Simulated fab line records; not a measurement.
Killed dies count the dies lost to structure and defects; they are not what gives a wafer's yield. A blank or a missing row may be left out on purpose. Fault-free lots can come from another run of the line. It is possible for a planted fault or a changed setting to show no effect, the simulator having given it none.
Chamber matching | flow n5Finfet | N5_BEOL_M0_SAQP_ALD_48 on aldSin-02 has 4 sister chambers
The step deposits SiO2, target thk 20 nm, pulse time 1 s, co reactant pulse time 1 s. 14 wafers are shown with their chamber, then 7 later ones without.

WAFERS WITH THEIR CHAMBER
wafer  | chamber | heaterPowerW (W) | precursorPulseHeightRel
L079.2 | 1       | 83               | 0.994
L079.3 | 3       | 70               | 0.981
L079.4 | 0       | 102              | 1.023
L080.2 | 3       | 70               | 1.009
L080.3 | 1       | 84               | 1.024
L080.4 | 0       | 100              | 1.015
L083.2 | 0       | 100              | 0.988
L083.3 | 2       | 61               | 0.995
L083.6 | 3       | 71               | 1.000
L085.1 | 3       | 73               | 1.029
L085.2 | 2       | 61               | 0.987
L085.6 | 3       | 71               | 1.018
L086.3 | 1       | 83               | 1.002
L086.4 | 3       | 70               | 1.006

SIGNATURES (averages over the wafers above)
reading                 | chamber 0 | chamber 1 | chamber 2 | chamber 3 | scatter within a chamber
heaterPowerW            | 100.67    | 83.33     | 61.00     | 70.83     | 1.01
precursorPulseHeightRel | 1.00867   | 1.00667   | 0.99100   | 1.00717   | 0.0159
Rule: distance of a wafer from a chamber = root of the sum over the readings of ((wafer's reading minus chamber's mean) / reading's scatter) squared. The wafer belongs to the nearest chamber; if the next one is less than 2 further off, it can't be placed. The scatter is the square root of a quotient: the sum, over the shown wafers, of each reading's squared deviation from its chamber's mean, divided by wafers minus chambers.

WAFERS WHOSE CHAMBER IS MISSING
wafer  | heaterPowerW (W) | precursorPulseHeightRel
L086.5 | 83               | 1.018
L089.2 | 61               | 0.990
L089.5 | 59               | 1.004
L089.6 | 72               | 0.992
L092.1 | 61               | 1.022
L092.2 | 70               | 1.027
L092.5 | 86               | 1.002

CHAMBER TAKEN BY EACH
wafer  | from the rows above | in truth
L086.5 | 1                   | 1
L089.2 | 2                   | 2
L089.5 | 2                   | 2
L089.6 | 3                   | 3
L092.1 | 2                   | 2
L092.2 | 3                   | 3
L092.5 | 1                   | 1
Correctly placed: 7 of 7. From these rows, 0 cannot be placed. Number placed wrongly: 0.
